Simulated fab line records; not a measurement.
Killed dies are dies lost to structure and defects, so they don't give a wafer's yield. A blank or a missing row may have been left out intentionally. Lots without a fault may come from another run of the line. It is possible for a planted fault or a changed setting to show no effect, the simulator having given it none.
Which tool did it? :: flow nand_harc :: 12 lots with 36 wafers sampled at 5 steps, on a route of 1159 steps

## WHAT EACH GAUGE READ, for each wafer
NHARC_P_ZERO_WELL_CD_MEAS_37: the cd target is 720 nm. Usual: cd_nm reads 719.2 nm (standard deviation 1.8).
lot: L612
measured: day 1 16:10
on: cd_sem-03
cd_nm (nm): 721.4 718.9 721.0
flag: 

lot: L614
measured: day 2 04:23
on: cd_sem-01
cd_nm (nm): 718.4 719.0 719.9
flag: 

lot: L613
measured: day 2 14:25
on: cd_sem-02
cd_nm (nm): 715.7 717.9 719.4
flag: 

lot: L617
measured: day 2 22:15
on: cd_sem-02
cd_nm (nm): 722.2 723.4 720.6
flag: 

lot: L618
measured: day 3 04:07
on: cd_sem-01
cd_nm (nm): 718.4 717.4 717.3
flag: 

lot: L621
measured: day 3 22:21
on: cd_sem-02
cd_nm (nm): 729.2 726.5 726.4 729.4 726.2 725.9
flag: OFF

lot: L622
measured: day 4 04:10
on: cd_sem-02
cd_nm (nm): 718.5 717.9 716.5
flag: 

lot: L629
measured: day 5 22:08
on: cd_sem-03
cd_nm (nm): 721.2 718.5 718.8
flag: 

lot: L632
measured: day 6 16:00
on: cd_sem-03
cd_nm (nm): 720.7 721.2 720.3
flag: 

lot: L633
measured: day 6 22:06
on: cd_sem-03
cd_nm (nm): 718.9 719.8 719.8
flag: 

lot: L634
measured: day 7 04:01
on: cd_sem-03
cd_nm (nm): 716.1 718.1 720.6
flag: 

lot: L635
measured: day 7 10:07
on: cd_sem-01
cd_nm (nm): 719.9 720.1 721.5
flag: 

NHARC_P_STI_CD_MEAS_16. Usual: cd_nm reads 199.6 nm (standard deviation 2.6).
lot: L612
measured: day 2 11:48
on: cd_sem-01
cd_nm (nm): 198.5 197.3 201.7
flag: 

lot: L614
measured: day 3 02:37
on: cd_sem-01
cd_nm (nm): 206.2 200.5 199.5
flag: 

lot: L613
measured: day 3 10:04
on: cd_sem-03
cd_nm (nm): 199.0 196.0 203.7
flag: 

lot: L617
measured: day 3 18:46
on: cd_sem-02
cd_nm (nm): 202.4 199.8 197.3
flag: 

lot: L618
measured: day 3 23:38
on: cd_sem-01
cd_nm (nm): 200.6 201.5 200.5
flag: 

lot: L621
measured: day 4 19:55
on: cd_sem-01
cd_nm (nm): 194.8 203.7 195.6
flag: 

lot: L622
measured: day 5 04:32
on: cd_sem-03
cd_nm (nm): 197.1 199.0 197.6
flag: 

lot: L629
measured: day 6 17:25
on: cd_sem-03
cd_nm (nm): 197.1 201.0 199.3
flag: 

lot: L632
measured: day 7 11:56
on: cd_sem-02
cd_nm (nm): 200.7 198.8 202.3
flag: 

lot: L633
measured: day 7 18:43
on: cd_sem-02
cd_nm (nm): 201.8 193.7 200.6
flag: 

lot: L634
measured: day 7 23:29
on: cd_sem-02
cd_nm (nm): 198.4 200.6 199.6
flag: 

lot: L635
measured: day 8 06:33
on: cd_sem-01
cd_nm (nm): 204.8 203.1 202.0
flag: 

## WHAT TOOL EACH LOT RAN ON (gives the tool, then ch and the chambers of the sampled wafers, and finally the start)
lot: L612
NHARC_P_ZERO_WELL_EXPOSE_34: krf_scanner-03 ch 0, day 1 16:00
NHARC_P_ZERO_WELL_DESCUM_54: rie_diel-06 ch 0,2,3, day 1 17:59
NHARC_P_STI_ETCH_15: rie_si-01 ch 1,2,3, day 2 11:39

lot: L614
NHARC_P_ZERO_WELL_EXPOSE_34: krf_scanner-04 ch 0, day 2 04:14
NHARC_P_ZERO_WELL_DESCUM_54: rie_diel-06 ch 0,1,2, day 2 06:12
NHARC_P_STI_ETCH_15: rie_si-06 ch 0,2,3, day 3 02:28

lot: L613
NHARC_P_ZERO_WELL_EXPOSE_34: krf_scanner-03 ch 0, day 2 14:16
NHARC_P_ZERO_WELL_DESCUM_54: rie_diel-07 ch 0,1,3, day 2 16:15
NHARC_P_STI_ETCH_15: rie_si-01 ch 1,2,3, day 3 09:55

lot: L617
NHARC_P_ZERO_WELL_EXPOSE_34: krf_scanner-03 ch 0, day 2 22:06
NHARC_P_ZERO_WELL_DESCUM_54: rie_diel-06 ch 0,1, day 2 23:56
NHARC_P_STI_ETCH_15: rie_si-01 ch 0,2,3, day 3 18:37

lot: L618
NHARC_P_ZERO_WELL_EXPOSE_34: krf_scanner-03 ch 0, day 3 03:58
NHARC_P_ZERO_WELL_DESCUM_54: rie_diel-06 ch 1,3, day 3 05:49
NHARC_P_STI_ETCH_15: rie_si-05 ch 0,2,3, day 3 23:30

lot: L621
NHARC_P_ZERO_WELL_EXPOSE_34: krf_scanner-03 ch 0, day 3 22:11
NHARC_P_ZERO_WELL_DESCUM_54: rie_diel-02 ch 0,2, day 4 02:21
NHARC_P_STI_ETCH_15: rie_si-06 ch 1,2, day 4 19:46

lot: L622
NHARC_P_ZERO_WELL_EXPOSE_34: krf_scanner-03 ch 0, day 4 04:00
NHARC_P_ZERO_WELL_DESCUM_54: rie_diel-02 ch 0,1,3, day 4 05:58
NHARC_P_STI_ETCH_15: rie_si-05 ch 0,1,3, day 5 04:22

lot: L629
NHARC_P_ZERO_WELL_EXPOSE_34: krf_scanner-02 ch 0, day 5 21:59
NHARC_P_ZERO_WELL_DESCUM_54: rie_diel-02 ch 0,2,3, day 5 23:50
NHARC_P_STI_ETCH_15: rie_si-01 ch 2,3, day 6 17:15

lot: L632
NHARC_P_ZERO_WELL_EXPOSE_34: krf_scanner-03 ch 0, day 6 15:51
NHARC_P_ZERO_WELL_DESCUM_54: rie_diel-06 ch 1,2,3, day 6 17:42
NHARC_P_STI_ETCH_15: rie_si-05 ch 0,1, day 7 11:46

lot: L633
NHARC_P_ZERO_WELL_EXPOSE_34: krf_scanner-03 ch 0, day 6 21:57
NHARC_P_ZERO_WELL_DESCUM_54: rie_diel-06 ch 0,2,3, day 6 23:47
NHARC_P_STI_ETCH_15: rie_si-01 ch 1,3, day 7 18:34

lot: L634
NHARC_P_ZERO_WELL_EXPOSE_34: krf_scanner-03 ch 0, day 7 03:51
NHARC_P_ZERO_WELL_DESCUM_54: rie_diel-06 ch 2,3, day 7 05:49
NHARC_P_STI_ETCH_15: rie_si-05 ch 0,1, day 7 23:20

lot: L635
NHARC_P_ZERO_WELL_EXPOSE_34: krf_scanner-03 ch 0, day 7 09:57
NHARC_P_ZERO_WELL_DESCUM_54: rie_diel-07 ch 0,1,3, day 7 11:55
NHARC_P_STI_ETCH_15: rie_si-05 ch 1,2,3, day 8 06:21
- NHARC_P_ZERO_WELL_EXPOSE_34: exposes mask P PWELL, target cd 720 nm.
- NHARC_P_ZERO_WELL_DESCUM_54: chemistry O2, time 3 s.
- NHARC_P_STI_ETCH_15: etches the open film in HBr/Cl2, target depth 300 nm, time 100.1 s.

## WHAT THE TOOLS THEMSELVES READ (means of the sampled wafers that have a number; where no wafer has one, the mark that the record gives instead)
NHARC_P_ZERO_WELL_DESCUM_54. Usual: drypump_motor_current_A 5.91 A, standard deviation 0.23; oes_product_au 1.003 a.u., standard deviation 0.01; rf_vpp_V 57.9 V, standard deviation 0.87; showerhead_plenum_p_Torr 1.93 Torr, standard deviation 0.054; throttle_valve_pct 11.311 %, standard deviation 0.0092.
lot: L612
tool: rie_diel-06
drypump_motor_current_A (A): 5.98
oes_product_au (a.u.): 1.003
rf_vpp_V (V): 57.8
showerhead_plenum_p_Torr (Torr): 1.90
throttle_valve_pct (%): 11.306
flag: 

lot: L614
tool: rie_diel-06
drypump_motor_current_A (A): 5.98
oes_product_au (a.u.): 1.004
rf_vpp_V (V): 57.3
showerhead_plenum_p_Torr (Torr): 1.92
throttle_valve_pct (%): 11.316
flag: 

lot: L613
tool: rie_diel-07
drypump_motor_current_A (A): 5.76
oes_product_au (a.u.): 0.996
rf_vpp_V (V): 57.5
showerhead_plenum_p_Torr (Torr): 1.97
throttle_valve_pct (%): 11.313
flag: 

lot: L617
tool: rie_diel-06
drypump_motor_current_A (A): 6.07
oes_product_au (a.u.): 0.991
rf_vpp_V (V): 58.3
showerhead_plenum_p_Torr (Torr): 1.91
throttle_valve_pct (%): 11.307
flag: 

lot: L618
tool: rie_diel-06
drypump_motor_current_A (A): 5.89
oes_product_au (a.u.): 0.995
rf_vpp_V (V): 58.0
showerhead_plenum_p_Torr (Torr): 1.90
throttle_valve_pct (%): 11.306
flag: 

lot: L621
tool: rie_diel-02
drypump_motor_current_A (A): 5.92
oes_product_au (a.u.): 1.004
rf_vpp_V (V): 58.5
showerhead_plenum_p_Torr (Torr): 2.01
throttle_valve_pct (%): 11.303
flag: 

lot: L622
tool: rie_diel-02
drypump_motor_current_A (A): 5.91
oes_product_au (a.u.): 1.007
rf_vpp_V (V): 57.3
showerhead_plenum_p_Torr (Torr): 1.90
throttle_valve_pct (%): 11.311
flag: 

lot: L629
tool: rie_diel-02
drypump_motor_current_A (A): 5.90
oes_product_au (a.u.): 1.006
rf_vpp_V (V): 57.1
showerhead_plenum_p_Torr (Torr): 1.95
throttle_valve_pct (%): 11.319
flag: 

lot: L632
tool: rie_diel-06
drypump_motor_current_A (A): 5.87
oes_product_au (a.u.): 1.009
rf_vpp_V (V): 58.9
showerhead_plenum_p_Torr (Torr): 1.90
throttle_valve_pct (%): 11.309
flag: 

lot: L633
tool: rie_diel-06
drypump_motor_current_A (A): 5.99
oes_product_au (a.u.): 1.009
rf_vpp_V (V): 58.3
showerhead_plenum_p_Torr (Torr): 1.89
throttle_valve_pct (%): 11.309
flag: 

lot: L634
tool: rie_diel-06
drypump_motor_current_A (A): 5.88
oes_product_au (a.u.): 1.012
rf_vpp_V (V): 58.2
showerhead_plenum_p_Torr (Torr): 1.88
throttle_valve_pct (%): 11.317
flag: 

lot: L635
tool: rie_diel-07
drypump_motor_current_A (A): 5.74
oes_product_au (a.u.): 1.004
rf_vpp_V (V): 57.6
showerhead_plenum_p_Torr (Torr): 1.97
throttle_valve_pct (%): 11.317
flag: 

NHARC_P_STI_ETCH_15. Usual: drypump_motor_current_A 5.8 A, standard deviation 0.36; oes_product_au 1.002 a.u., standard deviation 0.0099; throttle_valve_pct 26.406 %, standard deviation 0.0087.
lot: L612
tool: rie_si-01
drypump_motor_current_A (A): 5.7
oes_product_au (a.u.): 1.005
throttle_valve_pct (%): 26.412
flag: 

lot: L614
tool: rie_si-06
drypump_motor_current_A (A): 5.6
oes_product_au (a.u.): 0.994
throttle_valve_pct (%): 26.399
flag: 

lot: L613
tool: rie_si-01
drypump_motor_current_A (A): 5.7
oes_product_au (a.u.): 0.998
throttle_valve_pct (%): 26.408
flag: 

lot: L617
tool: rie_si-01
drypump_motor_current_A (A): 5.7
oes_product_au (a.u.): 1.001
throttle_valve_pct (%): 26.403
flag: 

lot: L618
tool: rie_si-05
drypump_motor_current_A (A): 5.8
oes_product_au (a.u.): 1.016
throttle_valve_pct (%): 26.407
flag: 

lot: L621
tool: rie_si-06
drypump_motor_current_A (A): 6.1
oes_product_au (a.u.): 1.001
throttle_valve_pct (%): 26.403
flag: 

lot: L622
tool: rie_si-05
drypump_motor_current_A (A): 5.8
oes_product_au (a.u.): 1.006
throttle_valve_pct (%): 26.407
flag: 

lot: L629
tool: rie_si-01
drypump_motor_current_A (A): 5.7
oes_product_au (a.u.): 1.014
throttle_valve_pct (%): 26.410
flag: 

lot: L632
tool: rie_si-05
drypump_motor_current_A (A): 6.0
oes_product_au (a.u.): 1.002
throttle_valve_pct (%): 26.406
flag: 

lot: L633
tool: rie_si-01
drypump_motor_current_A (A): 5.5
oes_product_au (a.u.): 1.003
throttle_valve_pct (%): 26.412
flag: 

lot: L634
tool: rie_si-05
drypump_motor_current_A (A): 6.0
oes_product_au (a.u.): 1.001
throttle_valve_pct (%): 26.402
flag: 

lot: L635
tool: rie_si-05
drypump_motor_current_A (A): 5.8
oes_product_au (a.u.): 1.010
throttle_valve_pct (%): 26.405
flag: 

## THE ANSWER, worked out from the rows above alone
Rule: take the mean of a lot's wafers that have a number; if it is more than 3 standard deviations from the usual mean, the lot is off. A lot without any number at a reading at which 4 lots or more have one is off too. Any other lot the step has rows for is counted as sound. Order of review: gauges by route order, followed by the tools' own readings, for which a lot's mean as printed above is used. At the first step where some lot is off, the reading lying furthest off is the one used; lots without a number count as furthest.
Off: L621 (NHARC_P_ZERO_WELL_CD_MEAS_37, cd_nm).
If a tool, at a process step before that reading, ran all the lots that are off and no sound lot after the first of them, it fits. Those tools and the gauges at NHARC_P_ZERO_WELL_CD_MEAS_37 are tried in the same way. Not one of the candidates tried fits.

## WHAT HAD BEEN PUT IN BY THE SIMULATOR
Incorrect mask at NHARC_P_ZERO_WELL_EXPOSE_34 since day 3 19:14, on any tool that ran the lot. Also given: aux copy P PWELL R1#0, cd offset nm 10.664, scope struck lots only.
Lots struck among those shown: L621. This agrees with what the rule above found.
